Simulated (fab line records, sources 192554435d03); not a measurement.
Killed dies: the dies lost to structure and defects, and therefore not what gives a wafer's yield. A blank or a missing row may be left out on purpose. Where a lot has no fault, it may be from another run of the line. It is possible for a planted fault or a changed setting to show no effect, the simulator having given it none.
Which tool was responsible? ; flow n5 finfet ; 9 lots, 27 wafers sampled, at 5 steps of a route of 1938

## WHAT EACH GAUGE READ, for each wafer
N5_BEOL_M5_INSPECT_58: inspects for defects (darkfield).
lot;measured;on;raw defect count
L855;day 10 02:59;defect inspect-02;76 65 64
L858;day 10 08:00;defect inspect-01;57 60 45
L859;day 10 11:06;defect inspect-02;81 31 70
L860;day 10 20:48;defect inspect-02;72 60 95
L868;day 12 15:50;defect inspect-02;44 69 418
L867;day 12 20:33;defect inspect-01;39 348 407
L869;day 13 06:24;defect inspect-02;87 48 36
L871;day 13 10:03;defect inspect-02;79 65 59
L875;day 14 19:36;defect inspect-01;82 42 73

## WHAT TOOL EACH LOT RAN ON (gives the tool, then ch and the chambers of the sampled wafers, and finally the start)
lot;N5_BEOL_M5_STRIP_36;N5_BEOL_M5_SURFACE_TREAT_87;N5_BEOL_M5_SPUTTER_83;N5_BEOL_M5_CMP_52
L855;rie diel-02 ch 0,1,3, day 9 15:00;pvd sputter-02, day 9 16:57;pvd sputter-02, day 9 19:24;cmp-02 ch 0,1,3, day 10 02:25
L858;rie diel-02 ch 0,1,2, day 9 22:59;pvd sputter-03, day 10 00:21;pvd sputter-03, day 10 02:49;cmp-03 ch 0,1,3, day 10 07:25
L859;rie diel-06 ch 0,1,3, day 10 03:59;pvd sputter-01, day 10 05:25;pvd sputter-02, day 10 07:48;cmp-02 ch 1,2,3, day 10 10:31
L860;rie diel-06 ch 1,2,3, day 10 12:56;pvd sputter-02, day 10 15:00;pvd sputter-02, day 10 17:25;cmp-02 ch 0,3, day 10 20:12
L868;rie diel-06 ch 0,1,2, day 12 08:18;pvd sputter-03, day 12 10:10;pvd sputter-03, day 12 12:35;cmp-02 ch 0,2,3, day 12 15:17
L867;rie diel-06 ch 0,1,2, day 12 13:22;pvd sputter-02, day 12 14:47;pvd sputter-01, day 12 17:16;cmp-02 ch 0,2, day 12 19:58
L869;rie diel-02 ch 1,2,3, day 12 22:10;pvd sputter-01, day 13 00:37;pvd sputter-01, day 13 03:08;cmp-03 ch 1,2,3, day 13 05:52
L871;rie diel-05 ch 0,2,3, day 13 01:28;pvd sputter-03, day 13 03:59;pvd sputter-02, day 13 06:46;cmp-03 ch 1,2,3, day 13 09:30
L875;rie diel-02 ch 2,3, day 14 11:33;pvd sputter-01, day 14 13:22;pvd sputter-01, day 14 16:02;cmp-01 ch 2,3, day 14 18:59
- N5_BEOL_M5_STRIP_36: strips in N2/H2.
- N5_BEOL_M5_SURFACE_TREAT_87
- N5_BEOL_M5_SPUTTER_83: material Cu, target thk 15 nm, time 27.62 s.
- N5_BEOL_M5_CMP_52: polishes, stops on SiCOH lowk, t overpolish 6.9 s, target thk 62 nm.

## THE ANSWER, worked out from the rows above alone
Rule: the usual values come from the lots themselves. Put in order of their means at a reading, lots are off if they are a third of the lots or fewer, leave a main group of 4 or more, and stand apart from it by a gap of 3 or more times the standard deviation of the main group's means; of several such gaps the widest counts. A main group is skipped when, at the precision printed for the reading in the tables above, its means are all equal. A lot without any number at a reading at which 4 lots or more have one is off too. Any other lot the step has rows for is counted as sound.
Off at N5_BEOL_M5_INSPECT_58 (raw defect count): L868, L867. Mean 64 and standard deviation 6.9 in the main group.
If a tool, at a process step before that reading, ran all the lots that are off and no sound lot after the first of them, it fits. Those tools and the gauges at N5_BEOL_M5_INSPECT_58 are tried in the same way. Undecided on this evidence; 2 tools fit (rie diel-06 at N5_BEOL_M5_STRIP_36, cmp-02 at N5_BEOL_M5_CMP_52).

## WHAT HAD BEEN PUT IN BY THE SIMULATOR
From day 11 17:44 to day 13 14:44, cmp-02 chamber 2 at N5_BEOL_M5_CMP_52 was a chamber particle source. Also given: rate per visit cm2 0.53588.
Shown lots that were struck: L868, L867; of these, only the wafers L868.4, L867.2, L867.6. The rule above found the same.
